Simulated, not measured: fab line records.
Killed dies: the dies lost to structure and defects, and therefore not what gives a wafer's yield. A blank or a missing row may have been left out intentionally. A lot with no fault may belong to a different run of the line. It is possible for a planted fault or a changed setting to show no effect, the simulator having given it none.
Comparing a struck lot with a sound one    flow nand harc    16 out of 1159 route steps
Sound: these wafers, L693.1, L693.3, L693.4. Struck: wafers L680.3, L680.6. (L680.4 of the same lot was not struck and is left out.) The cause comes at the end.
For every step that has rows: the tool of each side, followed by ch and its chambers, followed by its first start. Under that, the readings that differ: sound wafers    struck wafers    difference of the means    sigmas: that difference in standard deviations of wafers without a fault.
alike: words and numbers the same on both sides, and readings whose means are apart by under 2 such deviations; not compared: readings that were withheld, readings missing a value for some wafer, numbers with overlapping values and no deviation given by the record, and bounds like >300 which may hide the same value.
The two part at a step that has a row with sigmas, a row that says differs or no value, or rows on one side only. Numbers that have no deviation but don't overlap get no sigmas and don't part them. A reading missing from all wafers of one side parts the sides only when that side holds two or more wafers.

NHARC_P_M2_INSPECT_11:
  sound: defect inspect-02 at day 10 11:36; struck: defect inspect-02 at day 6 22:41
reading           sound   struck  difference  sigmas
raw defect count  10 8 8  1 3     -7          -3
NHARC_P_M2_DESCUM_14: chemistry O2, time 3 s.
  sound on rie diel-01 ch 0,1,3, day 10 11:40; struck on rie diel-03 ch 1,3, day 6 22:46
  alike: drypump motor current A, oes product au, rf vpp V, showerhead plenum p Torr, throttle valve pct
  not compared: rf hours counter h
then, 1 step without rows for these wafers: NHARC_P_M2_ETCH_35 (etches the open film in N2/H2, target depth 40 nm, overetch 12 nm, time 43.94 s).
NHARC_P_M2_ETCH_15: etches the open film in C4F8/Ar, target depth 182.5 nm, time 91.2 s.
  sound on rie diel-01 ch 0,1,2; struck on rie diel-03 ch 0,1
reading                sound              struck       difference  sigmas
oes product au (a.u.)  0.931 0.923 0.933  0.975 0.988  +0.052      +2
  alike: rf vpp V
  not compared: rf hours counter h
NHARC_P_M2_CD_MEAS_16:
  sound: cd sem-01 at day 10 11:58; struck: cd sem-03 at day 6 23:03
  alike: cd nm
NHARC_P_M2_STRIP_18: strips in N2/H2.
  sound on rie diel-01 ch 0,2,3, day 10 12:02; struck on rie diel-03 ch 0,2, day 6 23:07
  alike: drypump motor current A, oes product au, rf vpp V, showerhead plenum p Torr, throttle valve pct
  not compared: rf hours counter h
NHARC_P_M2_ETCH_28: etches the open film in CF4/N2, target depth 30 nm, time 72.99 s.
  sound on rie diel-01 ch 0,1,2; struck on rie diel-03 ch 1,3
  alike: drypump motor current A, oes product au, rf vpp V, showerhead plenum p Torr, throttle valve pct
  not compared: rf hours counter h
then, 4 steps without rows for these wafers: NHARC_P_M2_STRIP_19 (strips in post etch residue remover, time 600 s); NHARC_P_M2_DEGAS_29 (time 60 s); NHARC_P_M2_PRE_CLEAN_30 (time 30 s); NHARC_P_M2_PVD_20 (deposits TaN, target thk 5 nm, time 8.06 s).
NHARC_P_M2_PVD_21: deposits Cu, target thk 30 nm, time 20.49 s.
  sound on pvd sputter-02; struck on pvd sputter-01
  alike: cathode dc power W, throttle valve pct
NHARC_P_M2_ECD_22: material Cu, target thk 400 nm.
  sound on ecd cu-01 ch 0,1, day 10 13:14; struck on ecd cu-01 ch 0,1, day 7 00:13
then, 1 step without rows for these wafers: NHARC_P_M2_ANNEAL_31 (time 90 s).
NHARC_P_M2_CMP_23: polishes, t overpolish 20 s, target thk 144.3 nm.
  sound on cmp-01 ch 0,1,2, day 10 14:01; struck on cmp-04 ch 1,3, day 7 00:56
reading                 sound           struck    difference  sigmas
time to endpoint s (s)  29.3 26.8 28.3  7.8 10.7  -18.9       -7
  alike: motor current A, slurry filter dp kPa
NHARC_P_M2_THK_MEAS_24: measures by xrf.
  sound: film metro-02 at day 10 14:19; struck: film metro-01 at day 7 01:14
  alike: thk nm

WHERE THEY PART
Earliest at NHARC_P_M2_INSPECT_11; latest, in this record, at NHARC_P_M2_CMP_23. Later steps at which nothing parts them and some readings are alike: NHARC_P_M2_THK_MEAS_24.

WHY: what had been put in by the simulator
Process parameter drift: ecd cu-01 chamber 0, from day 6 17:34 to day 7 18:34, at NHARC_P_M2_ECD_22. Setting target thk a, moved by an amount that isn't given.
